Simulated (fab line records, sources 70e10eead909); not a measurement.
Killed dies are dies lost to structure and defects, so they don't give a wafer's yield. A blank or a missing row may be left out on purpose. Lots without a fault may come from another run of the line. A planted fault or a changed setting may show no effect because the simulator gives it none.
Which tool did it? | flow nand_harc | 24 lots, 72 wafers sampled, at 6 steps of a route of 1302

WHAT THE GAUGES READ, wafer by wafer
NHARC_P_M0_INSPECT_27. Usual: raw_defect_count 305, standard deviation 120.
lot  | measured     | on                | raw_defect_count | flag
L074 | day 6 04:07  | defect_inspect-01 | 342 342 340      |
L075 | day 6 16:12  | defect_inspect-01 | 274 596 531      |
L076 | day 7 01:57  | defect_inspect-01 | 716 201 264      |
L077 | day 7 14:46  | defect_inspect-02 | 309 376 385      |
L078 | day 7 18:53  | defect_inspect-01 | 248 360 239      |
L079 | day 8 10:49  | defect_inspect-01 | 280 134 186      |
L080 | day 8 11:58  | defect_inspect-01 | 249 167 172      |
L081 | day 9 03:35  | defect_inspect-01 | 268 279 340      |
L082 | day 9 14:32  | defect_inspect-02 | 345 304 379      |
L083 | day 9 20:07  | defect_inspect-01 | 403 271 433      |
L084 | day 10 03:26 | defect_inspect-02 | 194 246 136      |
L085 | day 10 21:06 | defect_inspect-02 | 201 283 313      |
L086 | day 11 04:49 | defect_inspect-02 | 341 371 346      |
L087 | day 11 10:16 | defect_inspect-02 | 223 333 186      |
L089 | day 12 07:09 | defect_inspect-01 | 299 278 584      |
L088 | day 12 07:56 | defect_inspect-01 | 567 523 558      |
L090 | day 13 00:02 | defect_inspect-02 | 480 293 269      |
L092 | day 13 14:18 | defect_inspect-01 | 209 242 315      |
L091 | day 13 21:13 | defect_inspect-01 | 198 260 236      |
L093 | day 14 03:43 | defect_inspect-02 | 281 375 273      |
L094 | day 14 12:52 | defect_inspect-02 | 211 373 249      |
L095 | day 14 17:06 | defect_inspect-01 | 262 241 337      |
L096 | day 15 11:46 | defect_inspect-02 | 429 112 94       |
L097 | day 15 15:35 | defect_inspect-01 | 210 251 334      |

NHARC_P_M2_INSPECT_11. Usual: raw_defect_count 4.4, standard deviation 2.6.
lot  | measured     | on                | raw_defect_count | flag
L074 | day 6 10:07  | defect_inspect-01 | 2 6 1            |
L075 | day 6 22:11  | defect_inspect-01 | 4 8 6            |
L076 | day 7 07:32  | defect_inspect-01 | 4 4 10           |
L077 | day 7 20:35  | defect_inspect-01 | 4 11 2           |
L078 | day 8 00:17  | defect_inspect-02 | 2 7 3            |
L079 | day 8 16:22  | defect_inspect-02 | 6 2 5            |
L080 | day 8 17:29  | defect_inspect-02 | 5 7 4            |
L081 | day 9 09:01  | defect_inspect-01 | 4 2 7            |
L082 | day 9 20:08  | defect_inspect-02 | 1 3 5            |
L083 | day 10 01:39 | defect_inspect-02 | 3 3 4            |
L084 | day 10 09:00 | defect_inspect-02 | 9 12 6           |
L085 | day 11 02:46 | defect_inspect-02 | 3 4 1            |
L086 | day 11 10:32 | defect_inspect-02 | 2 1 2            |
L087 | day 11 16:02 | defect_inspect-02 | 0 3 6            |
L089 | day 12 12:40 | defect_inspect-01 | 12 8 9           |
L088 | day 12 13:31 | defect_inspect-01 | 3 2 4            |
L090 | day 13 05:42 | defect_inspect-02 | 4 1 3            |
L092 | day 13 19:51 | defect_inspect-01 | 3 2 4            |
L091 | day 14 03:16 | defect_inspect-01 | 3 3 6            |
L093 | day 14 09:41 | defect_inspect-02 | 3 6 6            |
L094 | day 14 18:40 | defect_inspect-02 | 5 2 2            |
L095 | day 14 22:36 | defect_inspect-01 | 2 6 3            |
L096 | day 15 17:29 | defect_inspect-02 | 7 5 12           |
L097 | day 15 21:20 | defect_inspect-01 | 4 4 3            |

WHICH TOOL RAN EACH LOT (tool, then ch and the chambers of the sampled wafers, then the start)
lot  | NHARC_P_M0_ETCH_15                            | NHARC_P_M1_ANNEAL_31             | NHARC_P_M1_PRE_CLEAN_32         | NHARC_P_M1_DEP_33
L074 | rie_diel-01 ch 1,2,3, day 6 04:07 or earlier  | rtp_anneal-02 ch 0, day 6 07:56  | pecvd-02 ch 0,2, day 6 08:49    | pecvd-02 ch 0,2, day 6 08:53
L075 | rie_diel-03 ch 1,2,3, day 6 16:12 or earlier  | rtp_anneal-01 ch 0, day 6 19:32  | pecvd-02 ch 0,1, day 6 20:45    | pecvd-02 ch 0,1, day 6 20:52
L076 | rie_diel-13 ch 0,2,3, day 7 01:57 or earlier  | rtp_anneal-02 ch 0, day 7 05:13  | pecvd-04 ch 0,1,2, day 7 06:04  | pecvd-04 ch 0,1,2, day 7 06:08
L077 | rie_diel-13 ch 1,2,3, day 7 14:46 or earlier  | rtp_anneal-01 ch 0, day 7 18:22  | pecvd-01 ch 0,2, day 7 19:15    | pecvd-01 ch 0,2, day 7 19:22
L078 | rie_diel-01 ch 0,2,3, day 7 18:53 or earlier  | rtp_anneal-01 ch 0, day 7 22:08  | pecvd-01 ch 1,2, day 7 22:59    | pecvd-01 ch 1,2, day 7 23:04
L079 | rie_diel-13 ch 2,3, day 8 10:49 or earlier    | rtp_anneal-02 ch 0, day 8 14:16  | pecvd-01 ch 0,2, day 8 15:04    | pecvd-01 ch 0,2, day 8 15:11
L080 | rie_diel-13 ch 0,2, day 8 11:58 or earlier    | rtp_anneal-01 ch 0, day 8 15:09  | pecvd-02 ch 0,1,2, day 8 16:02  | pecvd-02 ch 0,1,2, day 8 16:07
L081 | rie_diel-01 ch 0,3, day 9 03:35 or earlier    | rtp_anneal-02 ch 0, day 9 06:55  | pecvd-01 ch 0,1,2, day 9 07:43  | pecvd-01 ch 0,1,2, day 9 07:52
L082 | rie_diel-03 ch 1,2,3, day 9 14:32 or earlier  | rtp_anneal-01 ch 0, day 9 17:51  | pecvd-01 ch 0,1,2, day 9 18:44  | pecvd-01 ch 0,1,2, day 9 18:51
L083 | rie_diel-03 ch 0,2, day 9 20:07 or earlier    | rtp_anneal-01 ch 0, day 9 23:26  | pecvd-04 ch 0,1,2, day 10 00:20 | pecvd-04 ch 0,1,2, day 10 00:25
L084 | rie_diel-01 ch 0,1,3, day 10 03:26 or earlier | rtp_anneal-01 ch 0, day 10 06:43 | pecvd-04 ch 0,1, day 10 07:33   | pecvd-04 ch 0,1, day 10 07:38
L085 | rie_diel-03 ch 0,1, day 10 21:06 or earlier   | rtp_anneal-02 ch 0, day 11 00:26 | pecvd-01 ch 0,2, day 11 01:19   | pecvd-01 ch 0,2, day 11 01:23
L086 | rie_diel-03 ch 0,1,3, day 11 04:49 or earlier | rtp_anneal-01 ch 0, day 11 08:14 | pecvd-04 ch 0,2, day 11 09:05   | pecvd-04 ch 0,2, day 11 09:12
L087 | rie_diel-01 ch 0,1,2, day 11 10:16 or earlier | rtp_anneal-01 ch 0, day 11 13:46 | pecvd-02 ch 0,1, day 11 14:35   | pecvd-02 ch 0,1, day 11 14:40
L089 | rie_diel-03 ch 0,1, day 12 07:09 or earlier   | rtp_anneal-01 ch 0, day 12 10:26 | pecvd-01 ch 0,1,2, day 12 11:15 | pecvd-01 ch 0,1,2, day 12 11:23
L088 | rie_diel-13 ch 1,2,3, day 12 07:56 or earlier | rtp_anneal-02 ch 0, day 12 11:16 | pecvd-01 ch 0,1,2, day 12 12:03 | pecvd-01 ch 0,1,2, day 12 12:08
L090 | rie_diel-01 ch 1,2,3, day 13 00:02 or earlier | rtp_anneal-02 ch 0, day 13 03:22 | pecvd-02 ch 0,1,2, day 13 04:15 | pecvd-02 ch 0,1,2, day 13 04:19
L092 | rie_diel-01 ch 2,3, day 13 14:18 or earlier   | rtp_anneal-02 ch 0, day 13 17:37 | pecvd-02 ch 0,1,2, day 13 18:25 | pecvd-02 ch 0,1,2, day 13 18:34
L091 | rie_diel-01 ch 0,2,3, day 13 21:13 or earlier | rtp_anneal-01 ch 0, day 14 00:49 | pecvd-02 ch 1,2, day 14 01:40   | pecvd-02 ch 1,2, day 14 01:50
L093 | rie_diel-01 ch 1,2,3, day 14 03:43 or earlier | rtp_anneal-01 ch 0, day 14 07:14 | pecvd-02 ch 1,2, day 14 08:04   | pecvd-02 ch 1,2, day 14 08:11
L094 | rie_diel-01 ch 0,1,2, day 14 12:52 or earlier | rtp_anneal-02 ch 0, day 14 16:28 | pecvd-01 ch 0,2, day 14 17:20   | pecvd-01 ch 0,2, day 14 17:25
L095 | rie_diel-01 ch 0,2,3, day 14 17:06 or earlier | rtp_anneal-01 ch 0, day 14 20:24 | pecvd-04 ch 1,2, day 14 21:11   | pecvd-04 ch 1,2, day 14 21:18
L096 | rie_diel-01 ch 0,1,2, day 15 11:46 or earlier | rtp_anneal-01 ch 0, day 15 15:05 | pecvd-02 ch 1,2, day 15 16:01   | pecvd-02 ch 1,2, day 15 16:07
L097 | rie_diel-01 ch 1,2,3, day 15 15:35 or earlier | rtp_anneal-01 ch 0, day 15 19:05 | pecvd-04 ch 0,1,2, day 15 19:55 | pecvd-04 ch 0,1,2, day 15 19:59
- NHARC_P_M0_ETCH_15: etches the open film in C4F8/Ar, target depth 150 nm, overetch 15 nm, time 82.5 s.
- NHARC_P_M1_ANNEAL_31: time 90 s.
- NHARC_P_M1_PRE_CLEAN_32: time 12 s.
- NHARC_P_M1_DEP_33: deposits SiCN, target thk 30 nm.

WHAT THE TOOLS THEMSELVES READ (means of the sampled wafers that have a number; where no wafer has one, the mark that the record gives instead)
NHARC_P_M0_ETCH_15. Usual: oes_product_au 0.954 a.u., standard deviation 0.022; rf_vpp_V 440 V, standard deviation 3.1.
lot  | tool        | oes_product_au (a.u.) | rf_vpp_V (V) | flag
L074 | rie_diel-01 | 0.961                 | 438          |
L075 | rie_diel-03 | 0.916                 | 442          |
L076 | rie_diel-13 | 0.924                 | 440          |
L077 | rie_diel-13 | 0.923                 | 440          |
L078 | rie_diel-01 | 0.955                 | 440          |
L079 | rie_diel-13 | 0.955                 | 442          |
L080 | rie_diel-13 | 0.940                 | 439          |
L081 | rie_diel-01 | 0.957                 | 439          |
L082 | rie_diel-03 | 0.955                 | 441          |
L083 | rie_diel-03 | 0.970                 | 438          |
L084 | rie_diel-01 | 0.968                 | 438          |
L085 | rie_diel-03 | 0.973                 | 445          |
L086 | rie_diel-03 | 0.978                 | 443          |
L087 | rie_diel-01 | 0.973                 | 439          |
L089 | rie_diel-03 | 0.929                 | 443          |
L088 | rie_diel-13 | 0.968                 | 440          |
L090 | rie_diel-01 | 0.958                 | 438          |
L092 | rie_diel-01 | 0.960                 | 438          |
L091 | rie_diel-01 | 0.967                 | 440          |
L093 | rie_diel-01 | 0.919                 | 437          |
L094 | rie_diel-01 | 0.969                 | 440          |
L095 | rie_diel-01 | 0.965                 | 440          |
L096 | rie_diel-01 | 0.968                 | 439          |
L097 | rie_diel-01 | 0.964                 | 437          |

NHARC_P_M1_ANNEAL_31. Usual: wafer_temp_C_max 225.94, standard deviation 0.25.
lot  | tool          | wafer_temp_C_max | flag
L074 | rtp_anneal-02 | 226.20           |
L075 | rtp_anneal-01 | 225.84           |
L076 | rtp_anneal-02 | 225.68           |
L077 | rtp_anneal-01 | 225.95           |
L078 | rtp_anneal-01 | 226.29           |
L079 | rtp_anneal-02 | 225.48           |
L080 | rtp_anneal-01 | 226.27           |
L081 | rtp_anneal-02 | 225.86           |
L082 | rtp_anneal-01 | 226.07           |
L083 | rtp_anneal-01 | 225.97           |
L084 | rtp_anneal-01 | 225.86           |
L085 | rtp_anneal-02 | 225.88           |
L086 | rtp_anneal-01 | 225.88           |
L087 | rtp_anneal-01 | 225.79           |
L089 | rtp_anneal-01 | 226.21           |
L088 | rtp_anneal-02 | 225.96           |
L090 | rtp_anneal-02 | 225.83           |
L092 | rtp_anneal-02 | 225.81           |
L091 | rtp_anneal-01 | 226.18           |
L093 | rtp_anneal-01 | 226.15           |
L094 | rtp_anneal-02 | 225.59           |
L095 | rtp_anneal-01 | 226.17           |
L096 | rtp_anneal-01 | 225.98           |
L097 | rtp_anneal-01 | 226.00           |

NHARC_P_M1_PRE_CLEAN_32. Usual: heater_power_outer_w 364 W, standard deviation 46; heater_power_w 640 W, standard deviation 74.
lot  | tool     | heater_power_outer_w (W) | heater_power_w (W) | flag
L074 | pecvd-02 | 366                      | 630                |
L075 | pecvd-02 | 366                      | 621                |
L076 | pecvd-04 | 423                      | 726                |
L077 | pecvd-01 | 363                      | 624                |
L078 | pecvd-01 | 303                      | 566                |
L079 | pecvd-01 | 356                      | 644                |
L080 | pecvd-02 | 355                      | 629                |
L081 | pecvd-01 | 356                      | 645                |
L082 | pecvd-01 | 346                      | 611                |
L083 | pecvd-04 | 396                      | 683                |
L084 | pecvd-04 | 372                      | 702                |
L085 | pecvd-01 | 376                      | 682                |
L086 | pecvd-04 | 375                      | 695                |
L087 | pecvd-02 | 407                      | 677                |
L089 | pecvd-01 | 343                      | 603                |
L088 | pecvd-01 | 332                      | 608                |
L090 | pecvd-02 | 362                      | 645                |
L092 | pecvd-02 | 402                      | 678                |
L091 | pecvd-02 | 347                      | 638                |
L093 | pecvd-02 | 369                      | 667                |
L094 | pecvd-01 | 328                      | 614                |
L095 | pecvd-04 | 385                      | 603                |
L096 | pecvd-02 | 347                      | 636                |
L097 | pecvd-04 | 370                      | 636                |

NHARC_P_M1_DEP_33. Usual: heater_power_outer_w 327 W, standard deviation 44; heater_power_w 591 W, standard deviation 76.
lot  | tool     | heater_power_outer_w (W) | heater_power_w (W) | flag
L074 | pecvd-02 | 347                      | 603                |
L075 | pecvd-02 | 316                      | 546                |
L076 | pecvd-04 | 350                      | 624                |
L077 | pecvd-01 | 323                      | 593                |
L078 | pecvd-01 | 289                      | 550                |
L079 | pecvd-01 | 333                      | 618                |
L080 | pecvd-02 | 343                      | 602                |
L081 | pecvd-01 | 315                      | 575                |
L082 | pecvd-01 | 279                      | 539                |
L083 | pecvd-04 | 353                      | 628                |
L084 | pecvd-04 | 385                      | 702                |
L085 | pecvd-01 | 348                      | 643                |
L086 | pecvd-04 | 323                      | 618                |
L087 | pecvd-02 | 363                      | 617                |
L089 | pecvd-01 | 311                      | 562                |
L088 | pecvd-01 | 312                      | 574                |
L090 | pecvd-02 | 350                      | 614                |
L092 | pecvd-02 | 324                      | 599                |
L091 | pecvd-02 | 290                      | 560                |
L093 | pecvd-02 | 315                      | 602                |
L094 | pecvd-01 | 342                      | 640                |
L095 | pecvd-04 | 337                      | 556                |
L096 | pecvd-02 | 323                      | 619                |
L097 | pecvd-04 | 366                      | 640                |

THE ANSWER, worked out from the rows above alone
Rule: a lot is off if the mean of its wafers that have a number lies more than 3 standard deviations from the usual mean. A lot without any number at a reading at which 4 lots or more have one is off too. The other lots that the step has rows for count as sound. The gauges are gone through in route order, then the tools' own readings, and for those a lot's mean is taken as printed above. The first step at which some lot is off is used, and at that step the reading that is off furthest; a lot without a number counts as furthest.
No lot is off at any reading shown: from this, nothing can be told.

WHAT THE SIMULATOR HAD PUT IN
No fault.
